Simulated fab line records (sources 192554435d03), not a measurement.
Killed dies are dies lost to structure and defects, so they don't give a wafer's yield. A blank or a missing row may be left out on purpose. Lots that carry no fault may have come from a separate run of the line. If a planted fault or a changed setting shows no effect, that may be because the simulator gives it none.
Chamber matching | flow n5-finfet | N5_FIN_CUT_CUT_ETCH_26 on rie-diel-02 has 4 sister chambers
The step etches SiNx in CH3F/O2, target depth 39 nm, time 55.7 s. 4 wafers are shown with their chamber, then 10 later ones without.

== WAFERS WITH THEIR CHAMBER ==
wafer  | chamber | drypump-motor-current-A (A)
L084.5 | 3       | 5.5
L089.6 | 1       | 6.2
L092.1 | 2       | 5.6
L092.3 | 0       | 5.2

== WAFERS MISSING THEIR CHAMBER ==
wafer  | drypump-motor-current-A (A)
L092.4 | 5.5
L093.1 | 6.2
L093.2 | 5.5
L093.3 | 5.2
L093.4 | 5.6
L093.5 | 5.5
L093.6 | 5.2
L096.1 | 5.3
L096.4 | 6.2
L096.5 | 5.5

== WHICH CHAMBER EACH ONE RAN IN ==
wafer  | from the rows above | in truth
L092.4 | 3                   | 3
L093.1 | 1                   | 1
L093.2 | 3                   | 3
L093.3 | 0                   | 0
L093.4 | 2                   | 2
L093.5 | 3                   | 3
L093.6 | 0                   | 0
L096.1 | 0                   | 0
L096.4 | 1                   | 1
L096.5 | 3                   | 3
10 of 10 placed correctly. From these rows, 0 cannot be placed. 0 placed wrongly.
How it was worked out, from the rows above alone: a wafer's distance from a chamber is the root of the sum, over the readings, of the square of ((its reading less the chamber's mean) divided by the reading's scatter). The wafer belongs to the nearest chamber; if the next one is less than 2 further off, it can't be placed. For every chamber, the mean is computed from those of its wafers that are shown. The scatter: root of mean squared gap, hidden wafer to nearest shown wafer, with one shown wafer a chamber.
